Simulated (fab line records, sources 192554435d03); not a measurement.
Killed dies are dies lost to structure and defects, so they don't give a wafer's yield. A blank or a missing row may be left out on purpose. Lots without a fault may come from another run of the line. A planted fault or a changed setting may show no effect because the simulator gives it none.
Chamber matching | flow n5_finfet | N5_BEOL_M3_ALD_98 on ald_sin-04: 3 sister chambers
The step deposits SiO2, target thk 2.5 nm, pulse time 1 s, co reactant pulse time 1 s. 3 wafers are shown with their chamber, then 6 later ones without.

WAFERS WITH THEIR CHAMBER
wafer  | chamber | heater_power_w (W)
L086.4 | 1       | 78
L085.2 | 3       | 72
L085.4 | 2       | 85

WAFERS WITHOUT THEIR CHAMBER
wafer  | heater_power_w (W)
L085.6 | 77
L089.3 | 77
L089.6 | 86
L091.3 | 72
L091.4 | 78
L091.6 | 76

WHICH CHAMBER EACH WENT THROUGH
wafer  | from the rows above     | in truth
L085.6 | 1                       | 1
L089.3 | 1                       | 1
L089.6 | 2                       | 2
L091.3 | 3                       | 3
L091.4 | 1                       | 1
L091.6 | can't be placed: 1 or 3 | 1
Placed correctly: 5 of 6. Can't be placed from these rows: 1 (the true chamber is among the candidates in 1). Placed wrongly: 0.
How it was worked out, from the rows above alone: a wafer's distance from a chamber is the root of the sum, over the readings, of the square of ((its reading less the chamber's mean) divided by the reading's scatter). The wafer belongs to the nearest chamber; if the next one is less than 2 further off, it can't be placed. A chamber's mean is the mean of its shown wafers. The scatter: with one shown wafer a chamber, the root of the mean of the squares of how far each hidden wafer lies from its nearest shown one.
